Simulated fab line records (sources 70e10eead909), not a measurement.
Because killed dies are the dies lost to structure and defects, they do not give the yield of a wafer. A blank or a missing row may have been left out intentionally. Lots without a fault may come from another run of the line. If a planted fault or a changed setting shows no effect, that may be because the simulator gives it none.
fab line records	flow nand-harc
record lots=24	wafers=72	last-day=34
route steps=1302 shown A_CONTACT@1043
lots that met no fault: taken from a fault-free run of the same line
start-h: hours from the record's first day to the start of the lot's first wafer shown	wait-h: time in hours since the lot's previous step	" repeats the value in the row above	L1.1+2: a single row standing in for several wafers	- no value present, or no start provided	* or withheld: withheld	< > ~ a bound
route shown NAME@n: names a module that has steps shown in the file, with the first one's number in the route	usual: average and standard deviation across the fault-free wafers	same: alike in all rows	chamber/n: place in a boat	sites: per-site readings	_std_site: their standard deviation	_edge_site: inner sites' mean taken away from outer sites' mean	radius-mm: how far each site lies from the wafer's centre	mask NAME#n: copy n	behind: tool/chamber where the wafer was last shaped	hold: the reason the lot was held/the length of the hold in hours/how it ended	device: which transistor (n, p or np) failed to switch	end of line: at the end of the route, the tests of the same wafers	step lacking rows: just its recipe	killed: the dies lost at the first sort to structure and to defects; this is not the yield of the wafer	map: per-die view of a wafer (x killed, . not killed, _ where there is no die)
set.NAME: the run value of the setting; set.NAME@STEP: its run value at that earlier step	model.NAME: the simulator's own value behind a step, which no gauge read
route steps across a sampled set of lots; one table per step, one row per wafer
services: the hour from which a tool's chamber was out of use, counted from the record's first day as start-h (under 0 if before that day), plus the number of hours and why
## steps
# step NHARC_A_CONTACT_ETCH_75
# recipe target-depth-a=390	over-etch-frac=0.3	time-s=65	ion-energy-ev=80	cf4-flow-sccm=150	ar-flow-sccm=0	rf-w=300	bias-w=100	chemistry=CF4
# usual drypump-motor-current-A=5.7/0.58	oes-product-au=1.003/0.0081	rf-vpp-V=151.2/1.3	showerhead-plenum-p-Torr=1.77/0.086	throttle-valve-pct=13.284/0.0095
lot.wafer	tool	chamber	start-h	wait-h	drypump-motor-current-A	oes-product-au	rf-hours-counter-h	rf-vpp-V	showerhead-plenum-p-Torr	throttle-valve-pct
L075.1	rie-diel-02	2	529.26	0.1	6.3	1.012	15	149.1	1.67	13.284
L075.4	"	3	"	"	5.8	0.994	15	151.8	1.74	13.282
L075.2	"	0	"	"	4.8	1.007	16	150.8	1.71	13.295
L074.1	rie-diel-02	0	529.59	0.2	4.8	1.002	16	151.1	1.71	13.294
L074.4	"	1	"	"	5.8	1.007	18	151.8	1.83	13.311
L074.3	"	3	"	"	5.9	1.001	15	151.1	1.74	13.289
L077.4	rie-diel-02	3	542.82	0.1	5.8	0.991	19	150.6	1.74	13.295
L077.1	"	0	"	"	4.8	0.991	21	150.1	1.71	13.271
L077.3	"	1	"	"	5.8	0.998	22	152.0	1.83	13.276
L076.1	rie-diel-02	0	545.00	0.1	4.8	1.005	22	151.3	1.71	13.290
L076.2	"	1	"	"	5.8	1.006	23	152.6	1.83	13.264
L076.6	"	0	"	"	4.8	1.014	-	151.4	1.71	13.289
L078.2	rie-diel-02	1	549.04	0.1	5.8	0.996	24	150.7	1.83	13.290
L078.3	"	2	"	"	6.3	0.998	21	151.0	1.67	13.283
L078.5	"	0	"	"	4.8	0.997	-	149.8	1.71	13.277
L080.4	rie-diel-02	2	570.10	0.1	6.3	1.009	25	149.2	1.66	13.283
L080.6	"	1	"	"	5.8	1.006	-	152.0	1.83	13.283
L080.5	"	2	"	"	6.3	0.997	-	151.6	1.66	13.281
L079.4	rie-diel-05	1	571.01	0.1	4.9	0.990	51	153.2	1.88	13.295
L079.3	"	3	"	"	6.4	1.021	63	147.8	1.64	13.275
L079.6	"	2	"	"	6.3	0.992	-	148.8	1.64	13.278
L081.2	rie-diel-06	1	585.70	0.2	6.5	1.004	28	150.9	1.70	13.266
L081.1	"	0	"	"	5.8	0.988	23	151.6	1.70	13.302
L081.5	"	1	"	"	6.5	0.992	-	150.1	1.70	13.286
L082.2	rie-diel-02	2	589.71	1.1	6.3	0.994	2	149.7	1.66	13.285
L082.3	"	3	"	"	5.8	1.004	2	150.9	1.74	13.277
L082.5	"	3	"	"	5.8	1.014	-	151.9	1.74	13.302
L083.3	rie-diel-02	1	602.21	0.1	5.8	1.009	5	151.0	1.83	13.291
L083.1	"	3	"	"	5.9	1.011	4	151.6	1.74	13.268
L083.5	"	1	"	"	5.8	1.013	-	151.9	1.83	13.299
L086.1	rie-diel-02	1	611.30	0.1	5.8	1.009	7	152.2	1.83	13.276
L086.6	"	1	"	"	5.8	1.010	-	151.1	1.83	13.269
L086.5	"	2	"	"	6.3	0.999	-	149.7	1.66	13.279
L084.3	rie-diel-05	3	611.53	0.1	6.4	1.006	5	152.9	1.91	13.280
L084.2	"	1	"	"	5.0	0.997	7	152.3	1.88	13.281
L084.6	"	0	"	"	5.4	1.003	-	151.6	1.89	13.287
L085.3	rie-diel-05	3	616.25	0.2	6.4	1.017	7	152.8	1.91	13.300
L085.2	"	0	"	"	5.4	1.007	8	153.3	1.89	13.273
L085.6	"	3	"	"	6.4	1.013	-	152.3	1.91	13.265
L087.2	rie-diel-06	2	632.13	0.1	5.8	1.004	41	150.7	1.78	13.273
L087.1	"	0	"	"	5.8	1.005	41	150.4	1.69	13.292
L087.5	"	2	"	"	5.8	1.011	-	153.2	1.78	13.285
L088.2	rie-diel-02	2	643.99	0.1	6.3	1.000	13	151.1	1.66	13.288
L088.1	"	0	"	"	4.8	0.998	9	150.4	1.70	13.272
L088.4	"	0	"	"	4.8	1.000	-	150.0	1.70	13.289
L089.3	rie-diel-02	2	647.04	0.1	6.3	0.991	14	150.0	1.66	13.285
L089.4	"	2	"	"	6.3	0.999	-	150.5	1.66	13.284
L089.5	"	3	"	"	5.9	0.995	-	150.1	1.74	13.292
L090.2	rie-diel-02	1	677.16	0.1	5.8	1.009	16	151.1	1.82	13.277
L090.3	"	0	"	"	4.8	1.005	14	150.6	1.70	13.292
L090.5	"	1	"	"	5.8	1.009	-	152.8	1.82	13.290
L091.3	rie-diel-02	1	683.90	0.1	5.8	1.015	19	152.3	1.82	13.285
L091.5	"	3	"	"	5.8	0.991	-	152.0	1.74	13.264
L091.6	"	0	"	"	4.8	0.994	-	150.0	1.70	13.282
L092.4	rie-diel-05	3	692.02	0.1	6.4	1.012	33	153.5	1.90	13.288
L092.2	"	0	"	"	5.4	0.995	26	152.2	1.88	13.278
L092.5	"	3	"	"	6.4	1.006	-	154.4	1.90	13.287
L094.3	rie-diel-02	0	692.61	0.1	4.8	1.003	20	149.7	1.70	13.278
L094.4	"	1	"	"	5.8	1.014	22	151.8	1.82	13.281
L094.5	"	0	"	"	4.8	1.010	-	150.2	1.70	13.292
L093.2	rie-diel-05	2	697.57	0.1	6.4	1.004	38	152.9	1.90	13.292
L093.4	"	3	"	"	6.4	1.024	36	151.2	1.90	13.291
L093.6	"	3	"	"	6.4	1.017	-	153.9	1.90	13.292
L095.1	rie-diel-02	1	717.35	0.1	5.8	1.009	27	151.0	1.82	13.282
L095.2	"	2	"	"	6.3	1.004	28	148.7	1.66	13.280
L095.5	"	0	"	"	4.8	1.002	-	149.7	1.70	13.293
L096.1	rie-diel-05	0	726.28	0.1	5.4	1.002	43	151.6	1.88	13.291
L096.3	"	1	"	"	5.0	0.997	52	153.5	1.86	13.279
L096.5	"	1	"	"	5.0	0.998	-	150.8	1.86	13.282
L097.3	rie-diel-06	3	742.22	0.1	5.5	1.023	24	151.9	1.90	13.293
L097.2	"	0	"	"	5.8	1.004	23	148.0	1.68	13.286
L097.6	"	1	"	"	6.5	1.000	-	151.0	1.69	13.291
# step NHARC_A_CONTACT_DESCUM_13
# recipe time-s=3	o2-flow-sccm=200	ar-flow-sccm=0	bias-power-w=0	chemistry=O2
# usual drypump-motor-current-A=5.7/0.56	oes-product-au=1.001/0.0077	rf-vpp-V=57.7/0.94	showerhead-plenum-p-Torr=1.90/0.1	throttle-valve-pct=11.312/0.0095
lot.wafer	tool	chamber	start-h	wait-h	drypump-motor-current-A	oes-product-au	rf-hours-counter-h	rf-vpp-V	showerhead-plenum-p-Torr	throttle-valve-pct
L075.1	rie-diel-02	1	538.38	0.1	5.8	1.004	20	58.8	1.99	11.310
L075.2	"	2	"	"	6.3	1.004	18	58.0	1.80	11.312
L075.4	"	3	"	"	5.8	1.009	17	58.2	1.88	11.315
L074.1	rie-diel-02	3	539.51	0.1	5.8	1.004	18	56.9	1.88	11.311
L074.3	"	0	"	"	4.8	1.005	19	58.0	1.84	11.329
L074.4	"	1	"	"	5.8	0.997	21	58.4	1.98	11.306
L077.4	rie-diel-05	2	553.83	0.1	6.3	0.986	60	55.9	1.76	11.308
L077.1	"	3	"	"	6.4	1.006	58	56.1	1.77	11.321
L077.3	"	0	"	"	5.4	1.011	56	60.2	2.06	11.274
L076.1	rie-diel-06	3	554.77	0.1	5.5	1.006	17	57.0	1.78	11.314
L076.2	"	1	"	"	6.4	0.992	19	56.8	1.84	11.311
L076.6	"	2	"	"	5.8	0.996	-	58.2	1.94	11.306
L078.3	rie-diel-02	3	564.87	0.1	5.8	1.011	25	57.9	1.88	11.316
L078.2	"	0	"	"	4.8	1.006	26	58.4	1.84	11.306
L078.5	"	3	"	"	5.8	1.011	-	58.6	1.88	11.304
L080.4	rie-diel-05	3	578.59	0.1	6.4	1.021	66	57.3	1.77	11.308
L080.5	"	1	"	"	4.9	0.993	-	57.5	2.04	11.312
L080.6	"	2	"	"	6.4	1.003	-	56.1	1.76	11.307
L079.4	rie-diel-06	1	581.84	0.1	6.5	0.992	27	56.9	1.83	11.317
L079.3	"	3	"	"	5.5	1.002	24	57.2	1.77	11.327
L079.6	"	1	"	"	6.5	0.998	-	56.7	1.83	11.303
L081.1	rie-diel-02	1	594.40	0.1	5.8	1.002	3	58.0	1.98	11.329
L081.2	"	2	"	"	6.3	1.006	3	57.8	1.79	11.304
L081.5	"	1	"	"	5.8	1.004	-	57.6	1.98	11.311
L082.3	rie-diel-05	1	598.74	0.1	4.9	0.990	1	58.0	2.04	11.308
L082.2	"	2	"	"	6.4	0.992	1	57.5	2.08	11.299
L082.5	"	0	"	"	5.4	0.996	-	59.0	2.05	11.309
L083.3	rie-diel-06	3	613.01	0.1	5.5	1.008	34	58.7	1.77	11.321
L083.1	"	0	"	"	5.8	0.991	32	57.5	1.83	11.298
L083.5	"	2	"	"	5.8	0.990	-	57.7	1.93	11.316
L086.1	rie-diel-02	0	622.51	0.1	4.8	1.009	6	56.4	1.84	11.315
L086.5	"	0	"	"	4.8	0.989	-	58.4	1.84	11.301
L086.6	"	1	"	"	5.8	1.010	-	57.4	1.98	11.329
L084.3	rie-diel-05	0	623.55	0.1	5.4	1.006	11	58.5	2.05	11.323
L084.2	"	2	"	"	6.4	1.000	12	57.9	2.07	11.302
L084.6	"	3	"	"	6.4	1.013	-	57.6	2.07	11.316
L085.2	rie-diel-02	0	631.67	0.1	4.8	0.994	7	58.8	1.84	11.306
L085.3	"	2	"	"	6.3	1.013	10	56.2	1.79	11.315
L085.6	"	3	"	"	5.9	1.005	-	58.2	1.88	11.314
L087.1	rie-diel-02	0	642.60	0.1	4.8	0.992	9	57.9	1.84	11.323
L087.2	"	2	"	"	6.3	0.998	12	58.1	1.79	11.327
L087.5	"	3	"	"	5.8	0.997	-	57.1	1.88	11.310
L088.2	rie-diel-06	0	652.33	0.1	5.8	0.999	49	57.6	1.82	11.314
L088.4	"	1	"	"	6.5	0.998	54	56.7	1.83	11.319
L088.1	"	2	"	"	5.8	0.998	49	56.9	1.93	11.307
L089.3	rie-diel-02	3	655.26	0.1	5.8	1.005	12	56.0	1.88	11.322
L089.4	"	0	"	"	4.8	1.010	12	56.0	1.84	11.311
L089.5	"	1	"	"	5.8	1.006	-	57.1	1.98	11.310
L090.2	rie-diel-02	0	685.50	0.1	4.8	0.995	18	55.8	1.83	11.334
L090.3	"	3	"	"	5.8	1.002	18	57.5	1.88	11.296
L090.5	"	1	"	"	5.8	0.994	-	57.8	1.98	11.311
L091.3	rie-diel-06	3	693.57	0.1	5.5	1.010	5	57.9	2.08	11.325
L091.6	"	0	"	"	5.7	0.997	-	58.7	1.82	11.324
L091.5	"	1	"	"	6.5	1.000	-	57.2	1.82	11.323
L092.2	rie-diel-02	0	699.59	0.1	4.8	1.002	22	57.4	1.83	11.316
L092.4	"	1	"	"	5.8	1.022	24	58.8	1.97	11.303
L092.5	"	1	"	"	5.8	1.003	-	58.6	1.97	11.317
L094.4	rie-diel-05	2	700.48	0.1	6.4	1.001	39	60.0	2.06	11.316
L094.3	"	3	"	"	6.4	1.011	36	57.7	2.06	11.330
L094.5	"	3	"	"	6.4	1.004	-	56.9	2.06	11.313
L093.4	rie-diel-02	2	705.12	0.1	6.3	1.009	25	57.3	1.79	11.307
L093.2	"	3	"	"	5.8	1.004	22	59.9	1.87	11.308
L093.6	"	1	"	"	5.8	1.011	-	57.5	1.97	11.316
L095.1	rie-diel-06	1	727.74	0.1	6.5	0.998	18	57.3	1.82	11.322
L095.2	"	3	"	"	5.6	1.005	20	59.3	2.07	11.326
L095.5	"	0	"	"	5.8	1.011	-	57.8	1.82	11.308
L096.3	rie-diel-02	0	737.78	0.1	4.7	0.996	28	58.5	1.83	11.302
L096.1	"	1	"	"	5.8	1.005	30	59.4	1.97	11.318
L096.5	"	1	"	"	5.8	0.997	-	57.8	1.97	11.309
L097.3	rie-diel-05	2	751.75	0.1	6.4	0.989	53	58.9	2.06	11.305
L097.2	"	0	"	"	5.4	1.010	52	59.1	2.04	11.309
L097.6	"	3	"	"	6.4	1.008	-	58.9	2.06	11.299
# step NHARC_A_CONTACT_ETCH_89
# recipe target-depth-a=2600	over-etch-frac=0.3	time-s=475.3	ion-energy-ev=200	n2-flow-sccm=150	h2-flow-sccm=150	ar-flow-sccm=0	rf-w=400	bias-w=150	chemistry=N2/H2
# usual drypump-motor-current-A=5.7/0.55	oes-product-au=1.001/0.0078	rf-vpp-V=430/3.2	showerhead-plenum-p-Torr=2.03/0.11	throttle-valve-pct=14.171/0.0086
lot.wafer	tool	chamber	start-h	wait-h	drypump-motor-current-A	oes-product-au	rf-hours-counter-h	rf-vpp-V	showerhead-plenum-p-Torr	throttle-valve-pct
L075.4	rie-diel-02	2	-	-	6.3	0.986	18	426	1.91	14.173
L075.2	"	3	"	"	5.9	0.987	18	430	2.01	14.176
L075.1	"	1	"	"	5.8	0.990	21	433	2.12	14.175
L074.4	rie-diel-02	0	-	-	4.8	0.999	19	430	1.96	14.169
L074.1	"	2	"	"	6.3	1.006	18	428	1.91	14.183
L074.3	"	3	"	"	5.9	1.001	18	429	2.01	14.161
L077.1	rie-diel-05	2	-	-	6.4	0.988	60	427	1.87	14.182
L077.3	"	0	"	"	5.4	1.002	56	434	2.20	14.172
L077.4	"	2	"	"	6.4	0.993	-	425	1.87	14.175
L076.1	rie-diel-06	2	-	-	5.8	0.995	17	432	2.07	14.167
L076.2	"	0	"	"	5.8	0.988	15	427	1.95	14.173
L076.6	"	2	"	"	5.8	0.991	-	432	2.07	14.148
L078.3	rie-diel-02	2	-	-	6.3	0.998	25	427	1.91	14.168
L078.2	"	3	"	"	5.8	0.999	25	430	2.00	14.182
L078.5	"	2	"	"	6.3	0.997	-	426	1.91	14.164
L080.4	rie-diel-05	0	-	-	5.4	1.013	63	434	2.20	14.179
L080.6	"	0	"	"	5.4	1.007	-	435	2.20	14.179
L080.5	"	1	"	"	5.0	0.998	-	435	2.18	14.171
L079.4	rie-diel-06	2	-	-	5.8	0.994	25	431	2.06	14.168
L079.3	"	3	"	"	5.6	0.998	24	426	1.89	14.167
L079.6	"	1	"	"	6.4	0.999	-	429	1.95	14.175
L081.2	rie-diel-02	3	-	-	5.8	1.012	3	429	2.00	14.170
L081.1	"	0	"	"	4.8	0.992	1	428	1.96	14.169
L081.5	"	2	"	"	6.3	1.007	-	427	1.91	14.162
L082.2	rie-diel-05	3	-	-	6.4	0.997	1	435	2.22	14.173
L082.3	"	0	"	"	5.4	1.001	1	437	2.19	14.154
L082.5	"	3	"	"	6.4	0.998	-	435	2.22	14.161
L083.3	rie-diel-06	0	-	-	5.8	0.997	32	427	1.95	14.169
L083.1	"	1	"	"	6.5	1.007	38	428	1.95	14.155
L083.5	"	2	"	"	5.8	0.996	-	432	2.06	14.176
L086.1	rie-diel-02	2	-	-	6.3	0.996	9	425	1.90	14.177
L086.6	"	2	"	"	6.3	1.005	-	426	1.90	14.175
L086.5	"	0	"	"	4.8	0.989	-	431	1.96	14.168
L084.2	rie-diel-05	1	-	-	5.0	0.987	13	432	2.17	14.183
L084.3	"	0	"	"	5.4	1.002	11	435	2.19	14.160
L084.6	"	1	"	"	4.9	0.994	-	435	2.17	14.165
L085.3	rie-diel-02	0	-	-	4.8	1.002	7	428	1.96	14.171
L085.2	"	2	"	"	6.3	1.006	10	427	1.90	14.160
L085.6	"	1	"	"	5.8	1.005	-	432	2.11	14.173
L087.1	rie-diel-02	2	-	-	6.3	1.010	12	426	1.90	14.178
L087.2	"	3	"	"	5.8	1.014	8	430	2.00	14.152
L087.5	"	3	"	"	5.8	1.007	-	429	2.00	14.162
L088.4	rie-diel-06	2	-	-	5.8	0.990	49	432	2.06	14.178
L088.1	"	3	"	"	5.5	1.015	43	428	1.88	14.163
L088.2	"	1	"	"	6.5	1.006	54	428	1.94	14.166
L089.4	rie-diel-02	0	-	-	4.8	1.000	12	428	1.96	14.174
L089.3	"	1	"	"	5.8	1.012	13	434	2.11	14.154
L089.5	"	3	"	"	5.8	0.992	-	430	2.00	14.165
L090.3	rie-diel-02	1	-	-	5.8	0.999	20	433	2.11	14.189
L090.2	"	3	"	"	5.8	1.000	18	430	2.00	14.177
L090.5	"	3	"	"	5.8	1.011	-	429	2.00	14.173
L091.3	rie-diel-06	0	-	-	5.8	0.997	5	427	1.94	14.180
L091.5	"	0	"	"	5.8	0.986	-	428	1.94	14.179
L091.6	"	1	"	"	6.5	0.995	-	427	1.94	14.180
L092.4	rie-diel-02	0	-	-	4.8	1.001	22	428	1.95	14.170
L092.2	"	2	"	"	6.3	0.990	24	427	1.90	14.180
L092.5	"	0	"	"	4.8	0.999	-	426	1.95	14.177
L094.4	rie-diel-05	0	-	-	5.4	1.001	30	436	2.18	14.185
L094.3	"	1	"	"	5.0	0.996	40	435	2.16	14.151
L094.5	"	2	"	"	6.4	0.989	-	434	2.20	14.175
L093.2	rie-diel-02	0	-	-	4.8	1.008	23	428	1.95	14.156
L093.4	"	1	"	"	5.8	1.012	24	432	2.11	14.159
L093.6	"	0	"	"	4.8	1.008	-	426	1.95	14.180
L095.1	rie-diel-06	3	-	-	5.5	1.003	20	437	2.21	14.177
L095.2	"	2	"	"	5.8	1.014	19	431	2.05	14.155
L095.5	"	0	"	"	5.8	1.005	-	427	1.93	14.164
L096.1	rie-diel-02	0	-	-	4.8	1.006	28	428	1.95	14.179
L096.3	"	1	"	"	5.8	0.995	30	431	2.10	14.183
L096.5	"	2	"	"	6.3	1.004	-	425	1.90	14.175
L097.3	rie-diel-05	1	-	-	4.9	0.992	58	433	2.16	14.166
L097.2	"	3	"	"	6.5	1.003	56	434	2.20	14.174
L097.6	"	1	"	"	4.9	0.997	-	434	2.16	14.188
# step NHARC_A_CONTACT_ETCH_135
# recipe source-w=withheld	pressure-mtorr=20	bias-v=1200	time-s=311	target-depth-a=19120	ar-flow-sccm=withheld	c4f8-flow-sccm=withheld	o2-flow-sccm=withheld	chemistry=C4F8/O2/Ar
lot.wafer	tool	chamber	start-h	wait-h	rf-hours-counter-h
L075.2	har-cap-etch-03	0	540.64	0.2	43
L075.1	"	1	"	"	43
L075.4	"	0	"	"	-
L074.1	har-cap-etch-02	0	541.22	0.2	93
L074.3	"	0	"	"	-
L074.4	"	1	"	"	-
L077.1	har-cap-etch-01	1	555.50	0.2	9
L077.3	"	1	"	"	-
L077.4	"	0	"	"	-
L076.2	har-cap-etch-02	1	557.36	0.2	98
L076.1	"	0	"	"	98
L076.6	"	1	"	"	-
L078.2	har-cap-etch-03	0	566.24	0.2	51
L078.3	"	0	"	"	-
L078.5	"	1	"	"	-
L080.4	har-cap-etch-01	1	580.32	0.3	-
L080.5	"	1	"	"	-
L080.6	"	0	"	"	-
L079.4	har-cap-etch-03	1	583.25	0.2	-
L079.3	"	0	"	"	-
L079.6	"	1	"	"	-
L081.2	har-cap-etch-02	1	595.86	0.2	105
L081.1	"	0	"	"	105
L081.5	"	0	"	"	-
L082.2	har-cap-etch-03	0	600.05	0.2	57
L082.3	"	0	"	"	-
L082.5	"	1	"	"	-
L083.1	har-cap-etch-01	0	614.37	0.2	21
L083.3	"	0	"	"	-
L083.5	"	0	"	"	-
L086.1	har-cap-etch-01	1	624.17	0.2	23
L086.6	"	0	"	"	-
L086.5	"	1	"	"	-
L084.2	har-cap-etch-02	1	624.88	0.2	113
L084.3	"	1	"	"	-
L084.6	"	0	"	"	-
L085.2	har-cap-etch-03	1	633.03	0.2	64
L085.3	"	1	"	"	-
L085.6	"	1	"	"	-
L087.1	har-cap-etch-01	1	644.14	0.2	26
L087.2	"	0	"	"	26
L087.5	"	0	"	"	-
L088.2	har-cap-etch-01	1	653.66	0.2	27
L088.1	"	0	"	"	27
L088.4	"	0	"	"	-
L089.3	har-cap-etch-02	1	656.74	0.2	-
L089.4	"	0	"	"	-
L089.5	"	1	"	"	-
L090.2	har-cap-etch-03	1	687.22	0.2	74
L090.3	"	1	"	"	-
L090.5	"	1	"	"	-
L091.3	har-cap-etch-01	1	694.96	0.2	-
L091.5	"	1	"	"	-
L091.6	"	0	"	"	-
L092.2	har-cap-etch-03	0	700.97	0.2	77
L092.4	"	1	"	"	-
L092.5	"	0	"	"	-
L094.3	har-cap-etch-01	0	701.91	0.2	-
L094.4	"	1	"	"	-
L094.5	"	0	"	"	-
L093.2	har-cap-etch-02	0	706.54	0.2	127
L093.4	"	0	"	"	-
L093.6	"	1	"	"	-
L095.1	har-cap-etch-03	0	729.25	0.2	82
L095.2	"	1	"	"	82
L095.5	"	0	"	"	-
L096.1	har-cap-etch-03	0	739.10	0.2	84
L096.3	"	0	"	"	-
L096.5	"	1	"	"	-
L097.2	har-cap-etch-02	0	753.18	0.2	133
L097.3	"	0	"	"	-
L097.6	"	1	"	"	-
# step NHARC_A_CONTACT_ETCH_136
# recipe source-w=withheld	pressure-mtorr=20	bias-v=1200	time-s=311	target-depth-a=19120	ar-flow-sccm=withheld	c4f8-flow-sccm=withheld	o2-flow-sccm=withheld	chemistry=C4F8/O2/Ar
lot.wafer	tool	chamber	start-h	wait-h	rf-hours-counter-h
L075.2	har-cap-etch-03	0	540.91	0.2	44
L075.1	"	1	"	"	44
L075.4	"	0	"	"	-
L074.1	har-cap-etch-02	0	541.49	0.2	93
L074.3	"	0	"	"	-
L074.4	"	1	"	"	-
L077.1	har-cap-etch-01	1	555.86	0.3	9
L077.3	"	1	"	"	-
L077.4	"	0	"	"	-
L076.2	har-cap-etch-02	1	557.63	0.2	98
L076.1	"	0	"	"	98
L076.6	"	1	"	"	-
L078.2	har-cap-etch-03	0	566.52	0.2	51
L078.3	"	0	"	"	-
L078.5	"	1	"	"	-
L080.4	har-cap-etch-01	1	580.68	0.3	-
L080.5	"	1	"	"	-
L080.6	"	0	"	"	-
L079.4	har-cap-etch-03	1	583.52	0.2	-
L079.3	"	0	"	"	-
L079.6	"	1	"	"	-
L081.2	har-cap-etch-02	1	596.13	0.2	106
L081.1	"	0	"	"	106
L081.5	"	0	"	"	-
L082.2	har-cap-etch-03	0	600.33	0.2	58
L082.3	"	0	"	"	-
L082.5	"	1	"	"	-
L083.1	har-cap-etch-01	0	614.64	0.2	22
L083.3	"	0	"	"	-
L083.5	"	0	"	"	-
L086.1	har-cap-etch-01	1	624.53	0.3	23
L086.6	"	0	"	"	-
L086.5	"	1	"	"	-
L084.2	har-cap-etch-02	1	625.15	0.2	113
L084.3	"	1	"	"	-
L084.6	"	0	"	"	-
L085.2	har-cap-etch-03	1	633.30	0.2	64
L085.3	"	1	"	"	-
L085.6	"	1	"	"	-
L087.1	har-cap-etch-01	1	644.41	0.2	26
L087.2	"	0	"	"	26
L087.5	"	0	"	"	-
L088.2	har-cap-etch-01	1	653.93	0.2	28
L088.1	"	0	"	"	28
L088.4	"	0	"	"	-
L089.3	har-cap-etch-02	1	657.01	0.2	-
L089.4	"	0	"	"	-
L089.5	"	1	"	"	-
L090.2	har-cap-etch-03	1	687.49	0.2	74
L090.3	"	1	"	"	-
L090.5	"	1	"	"	-
L091.3	har-cap-etch-01	1	695.23	0.2	-
L091.5	"	1	"	"	-
L091.6	"	0	"	"	-
L092.2	har-cap-etch-03	0	701.24	0.2	77
L092.4	"	1	"	"	-
L092.5	"	0	"	"	-
L094.3	har-cap-etch-01	0	702.18	0.2	-
L094.4	"	1	"	"	-
L094.5	"	0	"	"	-
L093.2	har-cap-etch-02	0	706.89	0.3	127
L093.4	"	0	"	"	-
L093.6	"	1	"	"	-
L095.1	har-cap-etch-03	0	729.62	0.3	83
L095.2	"	1	"	"	83
L095.5	"	0	"	"	-
L096.1	har-cap-etch-03	0	739.37	0.2	84
L096.3	"	0	"	"	-
L096.5	"	1	"	"	-
L097.2	har-cap-etch-02	0	753.46	0.2	134
L097.3	"	0	"	"	-
L097.6	"	1	"	"	-
# step NHARC_A_CONTACT_ETCH_139
# recipe source-w=withheld	pressure-mtorr=20	bias-v=400	time-s=195	target-depth-a=8400	ar-flow-sccm=withheld	c4f8-flow-sccm=11.5	o2-flow-sccm=7.2	chemistry=C4F8/O2/Ar
lot.wafer	tool	chamber	start-h	wait-h	rf-hours-counter-h
L075.2	har-cap-etch-03	0	541.71	0.2	44
L075.1	"	1	"	"	44
L075.4	"	0	"	"	-
L074.1	har-cap-etch-02	0	542.31	0.2	94
L074.3	"	0	"	"	-
L074.4	"	1	"	"	-
L077.1	har-cap-etch-01	1	556.95	0.3	10
L077.3	"	1	"	"	-
L077.4	"	0	"	"	-
L076.2	har-cap-etch-02	1	558.44	0.2	99
L076.1	"	0	"	"	99
L076.6	"	1	"	"	-
L078.2	har-cap-etch-03	0	567.33	0.2	52
L078.3	"	0	"	"	-
L078.5	"	1	"	"	-
L080.4	har-cap-etch-01	1	581.77	0.3	-
L080.5	"	1	"	"	-
L080.6	"	0	"	"	-
L079.4	har-cap-etch-03	1	584.34	0.2	-
L079.3	"	0	"	"	-
L079.6	"	1	"	"	-
L081.2	har-cap-etch-02	1	596.95	0.2	106
L081.1	"	0	"	"	106
L081.5	"	0	"	"	-
L082.2	har-cap-etch-03	0	601.14	0.2	58
L082.3	"	0	"	"	-
L082.5	"	1	"	"	-
L083.1	har-cap-etch-01	0	615.46	0.2	22
L083.3	"	0	"	"	-
L083.5	"	0	"	"	-
L086.1	har-cap-etch-01	1	625.42	0.2	24
L086.6	"	0	"	"	-
L086.5	"	1	"	"	-
L084.2	har-cap-etch-02	1	625.97	0.2	114
L084.3	"	1	"	"	-
L084.6	"	0	"	"	-
L085.2	har-cap-etch-03	1	634.12	0.2	65
L085.3	"	1	"	"	-
L085.6	"	1	"	"	-
L087.1	har-cap-etch-01	1	645.23	0.2	27
L087.2	"	0	"	"	27
L087.5	"	0	"	"	-
L088.2	har-cap-etch-01	1	654.75	0.2	28
L088.1	"	0	"	"	28
L088.4	"	0	"	"	-
L089.3	har-cap-etch-02	1	657.83	0.2	-
L089.4	"	0	"	"	-
L089.5	"	1	"	"	-
L090.2	har-cap-etch-03	1	688.31	0.2	75
L090.3	"	1	"	"	-
L090.5	"	1	"	"	-
L091.3	har-cap-etch-01	1	696.05	0.2	-
L091.5	"	1	"	"	-
L091.6	"	0	"	"	-
L092.2	har-cap-etch-03	0	702.05	0.2	78
L092.4	"	1	"	"	-
L092.5	"	0	"	"	-
L094.3	har-cap-etch-01	0	703.00	0.2	-
L094.4	"	1	"	"	-
L094.5	"	0	"	"	-
L093.2	har-cap-etch-02	0	707.98	0.3	128
L093.4	"	0	"	"	-
L093.6	"	1	"	"	-
L095.1	har-cap-etch-03	0	730.69	0.3	83
L095.2	"	1	"	"	83
L095.5	"	0	"	"	-
L096.1	har-cap-etch-03	0	740.36	0.3	85
L096.3	"	0	"	"	-
L096.5	"	1	"	"	-
L097.2	har-cap-etch-02	0	754.27	0.2	135
L097.3	"	0	"	"	-
L097.6	"	1	"	"	-
## services
tool	chamber	start-h	hours	kind
rie-diel-06	0	512.20	5.7	repair
rie-diel-02	0	525.79	-	clean
rie-diel-02	1	525.79	-	clean
rie-diel-02	2	525.79	-	clean
rie-diel-02	3	525.79	-	clean
rie-diel-06	-	545.51	0.6	repair
rie-diel-02	0	550.62	-	clean
rie-diel-02	1	550.62	-	clean
rie-diel-02	2	550.62	-	clean
rie-diel-02	3	550.62	-	clean
rie-diel-02	-	571.20	9.0	pm
rie-diel-02	0	571.20	9.0	vent-cycle
rie-diel-02	1	571.20	9.0	vent-cycle
rie-diel-05	-	583.68	9.0	pm
rie-diel-02	0	587.88	3.2	repair
rie-diel-02	3	609.61	14.8	repair
rie-diel-05	0	637.01	11.8	repair
rie-diel-02	1	642.23	10.7	repair
rie-diel-02	0	651.71	1.5	repair
rie-diel-06	-	661.27	9.0	pm
rie-diel-02	2	684.20	5.6	repair
rie-diel-05	2	713.97	2.4	repair
rie-diel-06	0	721.43	1.9	repair
rie-diel-02	-	748.20	9.0	pm
## key
fault none
